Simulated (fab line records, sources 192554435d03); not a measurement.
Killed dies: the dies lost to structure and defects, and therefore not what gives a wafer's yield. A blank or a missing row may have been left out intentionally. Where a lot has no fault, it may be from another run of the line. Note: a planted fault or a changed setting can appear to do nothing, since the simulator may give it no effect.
Chamber matching	flow n5 finfet	N5_BEOL_M3_ETCH_69 on rie diel-01 has 4 sister chambers
The step etches SiARC in CF4, target depth 15.6 nm, time 26 s. 14 wafers are shown with their chamber, then 7 later ones without.

## WAFERS PAIRED WITH THEIR CHAMBERS
wafer	chamber	drypump motor current A (A)	throttle valve pct (%)	showerhead plenum p Torr (Torr)
L075.1	0	6.10	15.47	2.19
L075.2	3	5.77	15.42	2.22
L075.3	2	5.25	15.61	2.12
L075.4	1	5.95	16.01	2.20
L075.5	3	5.74	15.43	2.22
L075.6	2	5.23	15.60	2.12
L077.2	3	5.76	15.44	2.22
L077.4	0	6.08	15.46	2.19
L077.5	3	5.74	15.44	2.22
L086.1	2	5.27	15.65	2.12
L086.2	3	5.73	15.48	2.21
L086.4	0	6.05	15.51	2.18
L088.2	1	5.98	16.06	2.19
L088.3	3	5.73	15.48	2.21

SIGNATURES, as means of the wafers listed above
reading	chamber 0	chamber 1	chamber 2	chamber 3	scatter within a chamber
drypump motor current A	6.0767	5.9650	5.2500	5.7450	0.0197
throttle valve pct	15.4800	16.0350	15.6200	15.4483	0.0271
showerhead plenum p Torr	2.1867	2.1950	2.1200	2.2167	0.005
Rule: a wafer lies at a distance from a chamber equal to the root of the sum of squares, over the readings, of (its reading less the chamber's mean, divided by the reading's scatter). The wafer belongs to the nearest chamber; if the next one is less than 2 further off, it can't be placed. The scatter is the square root of a quotient: the sum, over the shown wafers, of each reading's squared deviation from its chamber's mean, divided by wafers minus chambers.

## WAFERS WHOSE CHAMBER IS MISSING
wafer	drypump motor current A (A)	throttle valve pct (%)	showerhead plenum p Torr (Torr)
L088.6	5.77	15.48	2.21
L090.1	5.27	15.69	2.11
L090.2	6.07	15.54	2.18
L090.3	5.77	15.50	2.21
L097.1	5.93	15.58	2.18
L097.2	6.07	15.57	2.17
L097.4	5.27	15.25	2.11

## WHICH CHAMBER EACH WENT THROUGH
wafer	from the rows above	in truth
L088.6	3	3
L090.1	2	2
L090.2	0	0
L090.3	3	3
L097.1	0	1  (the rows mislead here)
L097.2	0	0
L097.4	2	2
Correct placement for 6 of the 7. Not placeable from these rows: 0. 1 placed wrongly.
